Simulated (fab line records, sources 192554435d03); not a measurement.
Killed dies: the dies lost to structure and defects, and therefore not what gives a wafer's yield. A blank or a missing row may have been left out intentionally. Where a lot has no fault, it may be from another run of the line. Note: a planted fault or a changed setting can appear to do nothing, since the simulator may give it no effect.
Split-lot trial || flow n5 finfet || 21 wafers read from 7 lots, route of 1938 steps

## SPLIT DETAILS
At N5_BEOL_M1_COAT_61 (time 60 s, resist thk 60 nm), the setting spin rpm was moved away from the recipe's 1500 rpm on 11 of the 21 wafers read, by -6.1% to +10.5%. The other wafers ran this setting at the recipe's value.

## FROM THE SPLIT TO THE READING: what the file shows between them, 8 steps
- N5_BEOL_M1_COAT_62: time 60 s, resist thk 12 nm
- N5_BEOL_M1_COAT_73: time 60 s, resist thk 5 nm
- N5_BEOL_M1_ETCH_74: etches underlayer in N2/H2, target depth 6.5 nm, time 5.2 s
- N5_BEOL_M1_ETCH_63: etches SiARC in CF4, target depth 15.6 nm, time 26 s
- N5_BEOL_M1_ETCH_64: etches SOC in N2/H2, target depth 75 nm, overetch 15 nm, time 112.5 s
- N5_BEOL_M1_STRIP_65: strips in N2/H2
- N5_BEOL_M1_STRIP_75: strips in N2/H2
- N5_BEOL_M1_STRIP_66: strips in CF4

## THE READING
SOC_of_BEOL_M1_COAT_61.thk nm (the simulator's own value, which no gauge read), in nm, at N5_BEOL_M1_HM_OPEN_17 (chemistry Cl2/BCl3, target TiN, target depth 20 nm, overetch 6 nm). No usual value for it is given in the file. Across the 10 wafers here that went through the recipe, the average is 51.9 nm and the standard deviation 0.2 nm.

{"wafer": "L075.1", "tool, chamber at the split": "litho track-02, 0", "spin rpm as run, rpm": 1456, "against the recipe": "-2.9%", "SOC_of_BEOL_M1_COAT_61.thk nm, nm": 52.6, "against lot-mates on the recipe": "+0.8"}
{"wafer": "L075.4", "tool, chamber at the split": "litho track-02, 0", "spin rpm as run, rpm": 1500, "against the recipe": "recipe", "SOC_of_BEOL_M1_COAT_61.thk nm, nm": 51.8, "against lot-mates on the recipe": "-"}
{"wafer": "L075.5", "tool, chamber at the split": "litho track-02, 0", "spin rpm as run, rpm": 1500, "against the recipe": "recipe", "SOC_of_BEOL_M1_COAT_61.thk nm, nm": 51.8, "against lot-mates on the recipe": "-"}
{"wafer": "L080.1", "tool, chamber at the split": "litho track-04, 0", "spin rpm as run, rpm": 1500, "against the recipe": "recipe", "SOC_of_BEOL_M1_COAT_61.thk nm, nm": 51.8, "against lot-mates on the recipe": "-"}
{"wafer": "L080.3", "tool, chamber at the split": "litho track-04, 0", "spin rpm as run, rpm": 1658, "against the recipe": "+10.5%", "SOC_of_BEOL_M1_COAT_61.thk nm, nm": 48.8, "against lot-mates on the recipe": -3.0}
{"wafer": "L080.5", "tool, chamber at the split": "litho track-04, 0", "spin rpm as run, rpm": 1658, "against the recipe": "+10.5%", "SOC_of_BEOL_M1_COAT_61.thk nm, nm": 48.8, "against lot-mates on the recipe": -3.0}
{"wafer": "L083.3", "tool, chamber at the split": "litho track-04, 0", "spin rpm as run, rpm": 1444, "against the recipe": "-3.7%", "SOC_of_BEOL_M1_COAT_61.thk nm, nm": 53.2, "against lot-mates on the recipe": "no lot-mate on the recipe"}
{"wafer": "L083.6", "tool, chamber at the split": "litho track-04, 0", "spin rpm as run, rpm": 1444, "against the recipe": "-3.7%", "SOC_of_BEOL_M1_COAT_61.thk nm, nm": 53.2, "against lot-mates on the recipe": "no lot-mate on the recipe"}
{"wafer": "L083.5", "tool, chamber at the split": "litho track-04, 0", "spin rpm as run, rpm": 1444, "against the recipe": "-3.7%", "SOC_of_BEOL_M1_COAT_61.thk nm, nm": 53.4, "against lot-mates on the recipe": "no lot-mate on the recipe"}
{"wafer": "L084.1", "tool, chamber at the split": "litho track-02, 0", "spin rpm as run, rpm": 1500, "against the recipe": "recipe", "SOC_of_BEOL_M1_COAT_61.thk nm, nm": 52.2, "against lot-mates on the recipe": "-"}
{"wafer": "L084.2", "tool, chamber at the split": "litho track-02, 0", "spin rpm as run, rpm": 1500, "against the recipe": "recipe", "SOC_of_BEOL_M1_COAT_61.thk nm, nm": 52.4, "against lot-mates on the recipe": "-"}
{"wafer": "L084.3", "tool, chamber at the split": "litho track-02, 0", "spin rpm as run, rpm": 1412, "against the recipe": "-5.9%", "SOC_of_BEOL_M1_COAT_61.thk nm, nm": 54.2, "against lot-mates on the recipe": "+1.9"}
{"wafer": "L088.1", "tool, chamber at the split": "litho track-01, 0", "spin rpm as run, rpm": 1586, "against the recipe": "+5.7%", "SOC_of_BEOL_M1_COAT_61.thk nm, nm": 50.6, "against lot-mates on the recipe": "no lot-mate on the recipe"}
{"wafer": "L088.3", "tool, chamber at the split": "litho track-01, 0", "spin rpm as run, rpm": 1586, "against the recipe": "+5.7%", "SOC_of_BEOL_M1_COAT_61.thk nm, nm": 50.6, "against lot-mates on the recipe": "no lot-mate on the recipe"}
{"wafer": "L088.4", "tool, chamber at the split": "litho track-01, 0", "spin rpm as run, rpm": 1586, "against the recipe": "+5.7%", "SOC_of_BEOL_M1_COAT_61.thk nm, nm": 50.6, "against lot-mates on the recipe": "no lot-mate on the recipe"}
{"wafer": "L090.3", "tool, chamber at the split": "litho track-02, 0", "spin rpm as run, rpm": 1500, "against the recipe": "recipe", "SOC_of_BEOL_M1_COAT_61.thk nm, nm": 52, "against lot-mates on the recipe": "-"}
{"wafer": "L090.4", "tool, chamber at the split": "litho track-02, 0", "spin rpm as run, rpm": 1500, "against the recipe": "recipe", "SOC_of_BEOL_M1_COAT_61.thk nm, nm": 51.8, "against lot-mates on the recipe": "-"}
{"wafer": "L090.6", "tool, chamber at the split": "litho track-02, 0", "spin rpm as run, rpm": 1409, "against the recipe": "-6.1%", "SOC_of_BEOL_M1_COAT_61.thk nm, nm": 54, "against lot-mates on the recipe": "+2.1"}
{"wafer": "L093.1", "tool, chamber at the split": "litho track-02, 0", "spin rpm as run, rpm": 1500, "against the recipe": "recipe", "SOC_of_BEOL_M1_COAT_61.thk nm, nm": 51.8, "against lot-mates on the recipe": "-"}
{"wafer": "L093.6", "tool, chamber at the split": "litho track-02, 0", "spin rpm as run, rpm": 1500, "against the recipe": "recipe", "SOC_of_BEOL_M1_COAT_61.thk nm, nm": 51.8, "against lot-mates on the recipe": "-"}
{"wafer": "L093.3", "tool, chamber at the split": "litho track-02, 0", "spin rpm as run, rpm": 1500, "against the recipe": "recipe", "SOC_of_BEOL_M1_COAT_61.thk nm, nm": 52, "against lot-mates on the recipe": "-"}

THE FIT
A straight line over all 21 wafers: SOC_of_BEOL_M1_COAT_61.thk nm changes by -0.301 nm for each +1% of spin rpm; r = -0.99; the points scatter about the line by 0.24 nm.
The same after taking each lot's own level away (the mean of its wafers on the recipe; 15 wafers): -0.297 nm for each +1%; r = -1.00; scatter 0.12 nm.
On that fit, the largest move of spin rpm shifts the reading by 3.1 nm.
The lots' own levels span 51.80 to 52.30 nm, that is 2.5 times the standard deviation above.
Hence the lot-to-lot level has little effect on the slope; both slopes agree.
Check: with one of the wafers moved furthest among these (+10.5%) left out of the fit, the line predicts -3.15 nm for it against its lot-mates. It came out at -3 nm against them.

## FURTHER SPLITS ON THESE WAFERS
Other splits were also applied to these wafers ahead of the reading. Each is held against what the fit with the lots' levels taken away leaves over:
{"other split on the same wafers": "N5_BEOL_M0_SAQP_EXPOSE_37 dose mj", "wafers away from the commonest value": 10, "r with SOC_of_BEOL_M1_COAT_61.thk nm (lot level and that fit taken away)": "+0.42"}
{"other split on the same wafers": "N5_BEOL_M1_ILD_DEP_00 time s", "wafers away from the commonest value": 8, "r with SOC_of_BEOL_M1_COAT_61.thk nm (lot level and that fit taken away)": -0.54}

## THE WHOLE CHAIN: every reading that the file lists as answering this split, in the file's order
{"step": "N5_BEOL_M1_COAT_61", "what it does": "time 60 s, resist thk 60 nm", "reading": "SOC_of_BEOL_M1_COAT_61.thk nm (the simulator's own value, which no gauge read)", "change (the file's fit)": "-0.289 nm for each +1% of the setting", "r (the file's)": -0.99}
{"step": "N5_BEOL_M1_ETCH_64", "what it does": "etches SOC in N2/H2, target depth 75 nm, overetch 15 nm, time 112.5 s", "reading": "etch.depth nm (the simulator's own value, which no gauge read)", "change (the file's fit)": "-0.295 nm for each +1% of the setting", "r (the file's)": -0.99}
{"step": "N5_BEOL_M1_HM_OPEN_17", "what it does": "chemistry Cl2/BCl3, target TiN, target depth 20 nm, overetch 6 nm", "reading": "SOC_of_BEOL_M1_COAT_61.thk nm (the simulator's own value, which no gauge read)", "change (the file's fit)": "-0.303 nm for each +1% of the setting", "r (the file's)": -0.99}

## FILE'S OWN FIT
SOC_of_BEOL_M1_COAT_61.thk nm changes by -0.303 nm for each +1% of spin rpm, r = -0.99.
